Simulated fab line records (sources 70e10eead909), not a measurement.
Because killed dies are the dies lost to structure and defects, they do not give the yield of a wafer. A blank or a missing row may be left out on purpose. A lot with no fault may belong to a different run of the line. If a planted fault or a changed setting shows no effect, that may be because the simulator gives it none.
fab line records | flow nandHarc
record: lots: 13 | wafers: 39 | lastDay: 33
route steps=1302 shown A_WL_FILL@953 A_CONTACT@983 END@1302
lots that met no fault: taken from a fault-free run of the same line
startH: hours from the record's first day to the start of the lot's first wafer shown | waitH: how many hours have passed since the lot's step before this one | " same as the row above | L1.1+2: a single row standing in for several wafers | - value missing, or start not given | * or withheld: withheld | < > ~ a bound
route shown NAME@n: NAME is a module with steps in the file, n the number in the route of the first one | usual: average and standard deviation across the fault-free wafers | same: alike in all rows | chamber/n: place in a boat | sites: readings site by site | _std_site: the values' standard deviation | _edge_site: outer sites' mean less inner sites' | radiusMm: how far each site lies from the wafer's centre | mask NAME#n: copy n | behind: the most recent tool/chamber to have shaped the wafer | hold: why the lot was held/for how many hours/how that ended | device: names the non-switching transistor (n, p or np) | end of line: the same wafers' tests at the end of the route | a step given without rows: its recipe and nothing more | killed: dies that structure and defects cost at the first sort, which is not the same as the wafer's yield | map: dies across one wafer; x = killed, . = not, _ = none there
set.NAME: the setting that was run; set.NAME@STEP: the one run at that earlier step | model.NAME: the simulator's own value behind a step, which no gauge read
steps of the route over a sample of lots; a table a step, a row a wafer
services: a tool's chamber out of use, with start hour (startH, from the record's first day; less than 0 if before it), hours out, and reason
== steps ==
step: NHARC_A_WL_FILL_RTA_01
recipe: tempC: 1000 | timeS: 5
usual: lampPowerPct: 31.0/1.8 | lamp_zone_7_pct: 31.5/1.8 | wafer_temp_C_max: 1003.5/0.92
lot.wafer | tool         | chamber | startH | waitH | lampPowerPct | lamp_zone_7_pct | wafer_temp_C_max
L566.3    | rtpAnneal-02 | 0       | 476.71 | -     | 29.1         | 29.5            | 1003.7
L566.4    | "            | 0       | "      | "     | 29.1         | 29.5            | 1002.0
L566.6    | "            | 0       | "      | "     | 29.1         | 29.6            | 1002.1
L568.1    | rtpAnneal-01 | 0       | 483.12 | -     | 32.6         | 33.1            | 1005.2
L568.4    | "            | 0       | "      | "     | 32.6         | 33.1            | 1004.4
L568.5    | "            | 0       | "      | "     | 32.7         | 33.2            | 1004.3
L569.1    | rtpAnneal-02 | 0       | 522.25 | -     | 29.1         | 29.5            | 1002.4
L569.3    | "            | 0       | "      | "     | 29.1         | 29.5            | 1003.0
L569.5    | "            | 0       | "      | "     | 29.1         | 29.5            | 1002.8
L573.1    | rtpAnneal-02 | 0       | 542.89 | -     | 29.1         | 29.6            | 1002.5
L573.3    | "            | 0       | "      | "     | 29.1         | 29.5            | 1003.1
L573.6    | "            | 0       | "      | "     | 29.0         | 29.5            | 1003.4
L572.1    | rtpAnneal-01 | 0       | 556.65 | -     | 32.6         | 33.1            | 1005.1
L572.4    | "            | 0       | "      | "     | 32.6         | 33.1            | 1004.3
L572.6    | "            | 0       | "      | "     | 32.6         | 33.1            | 1005.0
L577.4    | rtpAnneal-01 | 0       | 576.44 | -     | 32.6         | 33.1            | 1004.8
L577.5    | "            | 0       | "      | "     | 32.6         | 33.1            | 1003.4
L577.6    | "            | 0       | "      | "     | 32.5         | 33.2            | 1004.7
L582.1    | rtpAnneal-02 | 0       | 633.93 | -     | 29.1         | 29.6            | 1002.1
L582.3    | "            | 0       | "      | "     | 29.1         | 29.5            | 1002.6
L582.4    | "            | 0       | "      | "     | 29.1         | 29.6            | 1002.9
L584.2    | rtpAnneal-01 | 0       | 650.93 | -     | 32.7         | 33.1            | 1003.1
L584.4    | "            | 0       | "      | "     | 32.6         | 33.1            | 1004.5
L584.6    | "            | 0       | "      | "     | 32.6         | 33.1            | 1003.6
L583.2    | rtpAnneal-02 | 0       | 650.94 | -     | 29.0         | 29.5            | 1003.5
L583.3    | "            | 0       | "      | "     | 29.1         | 29.5            | 1002.0
L583.4    | "            | 0       | "      | "     | 29.0         | 29.5            | 1002.8
L585.1    | rtpAnneal-02 | 0       | 656.08 | -     | 29.1         | 29.6            | 1003.2
L585.4    | "            | 0       | "      | "     | 29.0         | 29.6            | 1002.6
L585.6    | "            | 0       | "      | "     | 29.1         | 29.5            | 1002.5
L587.1    | rtpAnneal-02 | 0       | 677.85 | -     | 29.1         | 29.5            | 1003.5
L587.3    | "            | 0       | "      | "     | 29.1         | 29.5            | 1004.5
L587.6    | "            | 0       | "      | "     | 29.1         | 29.5            | 1003.9
L588.1    | rtpAnneal-01 | 0       | 678.02 | -     | 32.6         | 33.1            | 1003.9
L588.2    | "            | 0       | "      | "     | 32.5         | 33.1            | 1003.6
L588.3    | "            | 0       | "      | "     | 32.6         | 33.1            | 1004.0
L586.2    | rtpAnneal-01 | 0       | 681.68 | -     | 32.6         | 33.2            | 1003.9
L586.5    | "            | 0       | "      | "     | 32.6         | 33.1            | 1003.4
L586.6    | "            | 0       | "      | "     | 32.6         | 33.1            | 1004.5
step: NHARC_A_WL_FILL_ALD_10
recipe: targetThkA: 500 | pulseTimeS: 10 | aldCycles: 500 | tempC: 300 | material: SiO2
usual: heaterPowerW: 462/61 | precursorPulseHeightRel: 1.002/0.019
lot.wafer | tool     | chamber | startH | waitH | heaterPowerW | precursorPulseHeightRel
L566.4    | aldHk-03 | 3       | 483.42 | 0.0   | 583          | 1.028
L566.3    | "        | 2       | 484.96 | 1.6   | 409          | 1.002
L566.6    | "        | 3       | "      | "     | 583          | 0.994
L568.4    | aldHk-03 | 0       | 494.39 | 1.3   | 471          | 1.020
L568.1    | "        | 1       | "      | "     | 450          | 0.989
L568.5    | "        | 1       | 496.93 | 3.8   | 463          | 0.977
L569.1    | aldHk-03 | 0       | 529.70 | 1.1   | 489          | 0.976
L569.3    | "        | 1       | "      | "     | 455          | 1.028
L569.5    | "        | 3       | 531.25 | 2.6   | 577          | 0.990
L573.3    | aldHk-01 | 3       | 549.56 | 0.1   | 499          | 1.005
L573.1    | "        | 2       | 551.09 | 1.6   | 609          | 1.012
L573.6    | "        | 0       | 552.11 | 2.6   | 418          | 1.015
L572.1    | aldHk-03 | 1       | 564.19 | 0.1   | 463          | 1.001
L572.4    | "        | 0       | 565.74 | 1.6   | 476          | 0.982
L572.6    | "        | 2       | 566.78 | 2.6   | 397          | 0.990
L577.4    | aldHk-04 | 3       | 584.03 | 1.1   | 432          | 1.020
L577.6    | "        | 1       | 585.06 | 2.1   | 400          | 1.014
L577.5    | "        | 2       | "      | "     | 418          | 1.008
L582.3    | aldHk-03 | 1       | 643.79 | 0.1   | 465          | 1.032
L582.1    | "        | 2       | "      | "     | 424          | 0.967
L582.4    | "        | 3       | "      | "     | 587          | 0.970
L584.4    | aldHk-03 | 0       | 657.72 | 0.6   | 512          | 0.981
L584.2    | "        | 1       | "      | "     | 469          | 0.981
L584.6    | "        | 0       | 659.81 | 2.7   | 501          | 0.984
L583.2    | aldHk-04 | 2       | 658.11 | 1.0   | 415          | 0.983
L583.3    | "        | 0       | 659.14 | 2.0   | 451          | 1.002
L583.4    | "        | 1       | "      | "     | 392          | 0.984
L585.1    | aldHk-04 | 0       | 664.05 | 0.2   | 445          | 0.989
L585.4    | "        | 3       | 665.59 | 1.7   | 428          | 0.990
L585.6    | "        | 0       | "      | "     | 445          | 1.015
L587.1    | aldHk-03 | 0       | 684.65 | 0.1   | 497          | 1.001
L587.3    | "        | 1       | "      | "     | 476          | 1.013
L587.6    | "        | 1       | 687.19 | 2.6   | 465          | 0.979
L588.3    | aldHk-04 | 1       | 685.16 | 0.6   | 388          | 1.016
L588.1    | "        | 2       | "      | "     | 428          | 1.005
L588.2    | "        | 3       | "      | "     | 422          | 1.012
L586.2    | aldHk-01 | 3       | 688.46 | 0.1   | 510          | 0.990
L586.6    | "        | 3       | 690.50 | 2.1   | 495          | 1.005
L586.5    | "        | 0       | "      | "     | 433          | 1.030
step: NHARC_A_WL_FILL_ETCHBACK_26
recipe: targetDepthA: 520 | timeS: 13.3 | hbrFlowSccm: 150 | rfW: 350 | icpW: 350 | biasW: 60 | chemistry: HBr
usual: drypumpMotorCurrentA: 5.7/0.47 | oesProductAu: 1.000/0.016 | runLengthS: 34.3/0.4 | throttleValvePct: 23.266/0.0094
lot.wafer | tool     | chamber | startH | waitH | drypumpMotorCurrentA | oesProductAu | rfHoursCounterH | runLengthS | throttleValvePct
L566.3    | rieSi-05 | 1       | 493.46 | 0.4   | 5.6                  | 1.019        | 0               | 34.6       | 23.272
L566.4    | "        | 2       | "      | "     | 5.2                  | 0.971        | 0               | 34.0       | 23.269
L566.6    | "        | 3       | "      | "     | 5.4                  | 0.986        | -               | 34.3       | 23.275
L568.1    | rieSi-04 | 3       | 504.25 | 0.4   | 6.5                  | 1.000        | 1.0             | 34.6       | 23.272
L568.4    | "        | 2       | "      | "     | 5.6                  | 0.996        | 1.0             | 34.6       | 23.270
L568.5    | "        | 3       | "      | "     | 6.5                  | 0.993        | -               | 34.5       | 23.264
L569.1    | rieSi-05 | 3       | 538.74 | 0.4   | 5.4                  | 0.991        | 0.4             | 34.2       | 23.253
L569.3    | "        | 1       | "      | "     | 5.6                  | 1.014        | 0.2             | 34.0       | 23.261
L569.5    | "        | 2       | "      | "     | 5.2                  | 0.981        | -               | 33.9       | 23.256
L573.3    | rieSi-04 | 0       | 559.60 | 0.4   | 5.7                  | 0.964        | 0.2             | 34.3       | 23.267
L573.1    | "        | 1       | "      | "     | 6.2                  | 1.020        | 0.1             | 34.7       | 23.260
L573.6    | "        | 3       | "      | "     | 6.5                  | 1.001        | -               | 34.7       | 23.261
L572.1    | rieSi-01 | 2       | 574.29 | 0.4   | 5.5                  | 1.023        | 0.1             | 34.1       | 23.277
L572.4    | "        | 1       | "      | "     | 5.2                  | 1.001        | 0.1             | 33.7       | 23.262
L572.6    | "        | 3       | "      | "     | 6.2                  | 1.016        | -               | 34.6       | 23.265
L577.4    | rieSi-01 | 3       | 592.97 | 0.4   | 6.1                  | 0.999        | 0.3             | 34.6       | 23.276
L577.5    | "        | 1       | "      | "     | 5.1                  | 0.984        | -               | 33.6       | 23.273
L577.6    | "        | 2       | "      | "     | 5.5                  | 1.018        | -               | 34.2       | 23.261
L582.4    | rieSi-04 | 0       | 653.82 | 0.4   | 5.6                  | 0.993        | 0.7             | 30.8       | 23.241
L582.3    | "        | 2       | "      | "     | 5.6                  | 0.986        | 0.6             | 34.5       | 23.277
L582.1    | "        | 3       | "      | "     | 6.5                  | 1.009        | 0.8             | 34.8       | 23.250
L583.4    | rieSi-04 | 0       | 667.31 | 0.4   | 5.7                  | 0.986        | 0.9             | 30.6       | 23.271
L583.2    | "        | 1       | "      | "     | 6.2                  | 1.028        | 0.7             | 34.5       | 23.279
L583.3    | "        | 3       | "      | "     | 6.5                  | 1.011        | 0.9             | 34.5       | 23.289
L584.4    | rieSi-01 | 3       | 667.34 | 0.4   | 6.2                  | 1.000        | 0.7             | 34.9       | 23.278
L584.2    | "        | 0       | "      | "     | 6.1                  | 0.993        | 0.7             | 33.7       | 23.271
L584.6    | "        | 1       | "      | "     | 5.2                  | 0.994        | -               | 33.7       | 23.282
L585.4    | rieSi-01 | 1       | 674.08 | 0.4   | 5.2                  | 0.990        | 0.8             | 33.6       | 23.267
L585.1    | "        | 2       | "      | "     | 5.5                  | 1.028        | 0.8             | 34.6       | 23.259
L585.6    | "        | 1       | "      | "     | 5.2                  | 0.995        | -               | 33.5       | 23.272
L588.3    | rieSi-05 | 3       | 694.64 | 0.4   | 5.4                  | 0.977        | 0.1             | 34.2       | 23.259
L588.1    | "        | 1       | "      | "     | 5.6                  | 0.992        | 0.1             | 34.9       | 23.263
L588.2    | "        | 2       | "      | "     | 5.2                  | 0.994        | 0.1             | 34.6       | 23.272
L587.1    | rieSi-01 | 0       | 694.64 | 0.4   | 6.1                  | 1.006        | 0.8             | 34.3       | 23.273
L587.3    | "        | 2       | "      | "     | 5.5                  | 1.019        | 0.9             | 34.3       | 23.273
L587.6    | "        | 0       | "      | "     | 6.1                  | 1.007        | -               | 33.6       | 23.270
L586.2    | rieSi-05 | 3       | 698.49 | 0.4   | 5.4                  | 0.978        | 0.2             | 34.4       | 23.280
L586.6    | "        | 1       | "      | "     | 5.6                  | 0.977        | -               | 34.0       | 23.257
L586.5    | "        | 2       | "      | "     | 5.2                  | 0.993        | -               | 34.2       | 23.284
step: NHARC_A_CONTACT_DEP_24
recipe: targetThkA: 5000 | tempC: 400 | pressureTorr: 6.5 | rfW: 900 | teosFlowSccm: 161.4 | flowSccm: 2650 | targetThkNm: 500 | gas: O2 | material: SiO2
usual: heaterPowerW: 549/82 | throttleValvePct: 16.1/0.62
lot.wafer | tool     | chamber | startH | waitH | heaterPowerW | throttleValvePct
L566.3    | pecvd-02 | 2       | 494.67 | 0.1   | 544          | 16.6
L566.6    | "        | 1       | "      | "     | 628          | 16.6
L566.4    | "        | 0       | "      | "     | 501          | 15.1
L568.1    | pecvd-02 | 2       | 505.83 | 0.5   | 507          | 16.6
L568.5    | "        | 2       | "      | "     | 529          | 16.5
L568.4    | "        | 0       | "      | "     | 534          | 15.0
L569.1    | pecvd-04 | 1       | 539.95 | 0.1   | 640          | 16.0
L569.3    | "        | 2       | "      | "     | 614          | 16.3
L569.5    | "        | 1       | "      | "     | 477          | 16.1
L573.3    | pecvd-02 | 2       | 560.92 | 0.1   | 509          | 16.8
L573.1    | "        | 0       | "      | "     | 480          | 15.0
L573.6    | "        | 0       | "      | "     | 497          | 15.2
L572.1    | pecvd-04 | 0       | 575.75 | 0.2   | 456          | 15.6
L572.6    | "        | 1       | "      | "     | 477          | 16.0
L572.4    | "        | 0       | "      | "     | 460          | 15.8
L577.5    | pecvd-01 | 2       | 594.34 | 0.3   | 462          | 16.3
L577.4    | "        | 0       | "      | "     | 438          | 16.6
L577.6    | "        | 1       | "      | "     | 693          | 15.6
L582.1    | pecvd-02 | 2       | 655.07 | 0.1   | 503          | 16.1
L582.3    | "        | 0       | "      | "     | 540          | 15.1
L582.4    | "        | 1       | "      | "     | 704          | 17.1
L584.2    | pecvd-01 | 1       | 668.50 | 0.1   | 609          | 15.5
L584.6    | "        | 1       | "      | "     | 638          | 15.5
L584.4    | "        | 0       | "      | "     | 448          | 16.6
L583.3    | pecvd-04 | 1       | 668.58 | 0.1   | 606          | 15.6
L583.2    | "        | 2       | "      | "     | 624          | 15.8
L583.4    | "        | 0       | "      | "     | 406          | 15.6
L585.1    | pecvd-04 | 0       | 675.39 | 0.2   | 486          | 15.8
L585.4    | "        | 1       | "      | "     | 591          | 15.9
L585.6    | "        | 2       | "      | "     | 627          | 15.7
L588.3    | pecvd-01 | 2       | 695.85 | 0.1   | 583          | 16.5
L588.2    | "        | 0       | "      | "     | 467          | 15.8
L588.1    | "        | 1       | "      | "     | 616          | 15.5
L587.3    | pecvd-04 | 0       | 695.97 | 0.2   | 487          | 15.9
L587.1    | "        | 1       | "      | "     | 603          | 16.0
L587.6    | "        | 1       | "      | "     | 608          | 15.7
L586.2    | pecvd-02 | 1       | 699.79 | 0.2   | 735          | 17.1
L586.6    | "        | 0       | "      | "     | 418          | 14.7
L586.5    | "        | 1       | "      | "     | 559          | 17.3
step: NHARC_END_SORT_01
recipe: tempC: 25
usual: killedAtArray: 46/15 | killedAtOther: 1.0/1.3 | killedAtPeriphery: 4/3 | killedDies: 51/15 | killedOpen: 3.2/1.8 | killedShort: 2.5/1.5
same: grossDies: 677
lot.wafer | tool      | chamber | startH | waitH | killedAtArray | killedAtOther | killedAtPeriphery | killedDies | killedOpen | killedShort
L582.1    | prober-01 | 0       | 739.83 | 2.5   | 76            | 0             | 2                 | 78         | 1          | 5
L582.3    | prober-01 | 0       | 741.42 | 3.1   | 79            | 4             | 3                 | 86         | 7          | 3
L582.4    | prober-01 | 0       | 742.21 | 3.4   | 64            | 1             | 4                 | 69         | 5          | 2
killed by level:class
L582.1 A_CHANNEL_HOLE_D1:chamberFilmFlake=27 A_SLIT:chamberFilmFlake=20 A_CHANNEL_HOLE_D2:chamberFilmFlake=13 A_CONTACT:chamberFilmFlake=8 A_STAIRCASE:chamberFilmFlake=3 P_M0:geometricParticle:short=2 A_ONON_D1:geometricParticle:short=2 A_CHANNEL_FILL_D1:geometricParticle:short=1
L582.3 A_CHANNEL_HOLE_D1:chamberFilmFlake=31 A_SLIT:chamberFilmFlake=25 A_CHANNEL_HOLE_D2:chamberFilmFlake=8 A_STAIRCASE:chamberFilmFlake=4 A_CHANNEL_HOLE_D1:geometricParticle:open=3 A_CHANNEL_HOLE_D1:geometricParticle:short=2 A_CHANNEL_FILL_D2:chamberFilmFlake=2 A_CONTACT:chamberFilmFlake=2
L582.4 A_CHANNEL_HOLE_D1:chamberFilmFlake=18 A_CHANNEL_HOLE_D2:chamberFilmFlake=17 A_SLIT:chamberFilmFlake=15 A_CONTACT:chamberFilmFlake=5 A_WL_FILL:chamberFilmFlake=2 P_CONTACT:geometricParticle:open=1 A_SOURCE_PLATE:geometricParticle:short=1 A_SOURCE_PLATE:geometricParticle:open=1
== services ==
tool     | chamber | startH | hours | kind
rieSi-05 | 0       | 456.38 | 4.8   | repair
rieSi-05 | -       | 457.40 | 0.2   | repair
rieSi-04 | -       | 467.00 | 0.3   | repair
pecvd-01 | 2       | 478.66 | 11.2  | repair
rieSi-05 | -       | 482.00 | 9.0   | pm
rieSi-05 | 1       | 500.49 | 15.2  | repair
rieSi-04 | -       | 519.00 | 9.0   | pm
rieSi-05 | -       | 526.46 | 0.4   | repair
rieSi-01 | -       | 543.24 | 1.1   | repair
rieSi-01 | -       | 547.00 | 9.0   | pm
aldHk-03 | -       | 575.54 | 10.0  | pm
rieSi-01 | 2       | 580.06 | 9.6   | repair
pecvd-02 | -       | 589.80 | 13.0  | pm
aldHk-04 | -       | 614.81 | 0.8   | repair
rieSi-01 | 3       | 619.40 | 22.0  | repair
aldHk-03 | -       | 627.82 | 0.5   | repair
pecvd-04 | -       | 631.39 | 13.0  | pm
rieSi-05 | 0       | 636.10 | 2.8   | repair
pecvd-04 | -       | 652.95 | 0.6   | repair
rieSi-05 | -       | 659.00 | 9.0   | pm
rieSi-05 | 2       | 671.38 | 1.9   | repair
rieSi-01 | 3       | 682.31 | 22.7  | repair
rieSi-04 | -       | 696.00 | 9.0   | pm
rieSi-01 | 0       | 698.98 | 14.9  | repair
== key ==
firstSign: step: NHARC_A_WL_FILL_ETCHBACK_26 | reading: runLengthS | direction: down | sigmas: 9.1 | usual: * | struck: *
effect none on later readings
metAt NHARC_A_WL_FILL_ETCHBACK_26
struckLots L582,L583
struckWafers L582.4,L583.4
testerLeftOut L582,L583
notActingAt NHARC_A_WL_FILL_RTA_01,NHARC_A_WL_FILL_ALD_10,NHARC_A_CONTACT_DEP_24
onsetBetween 559.60 653.82
fault: kind: processParameterDrift | tool: rieSi-04 | chamber: 0 | onsetH: 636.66 | steps: NHARC_A_WL_FILL_ETCHBACK_26 | channel: timeS | offset: * | shape: step | endH: 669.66 | actsIn: * | stated: *
testerLeftOut: of these lots the tester's yield and bins aren't shown, on N5 and GAA mostly nor the transistor test; their killed dies are dies lost to structure and defects alone, not to doping, threshold or leakage, so they don't give the yield
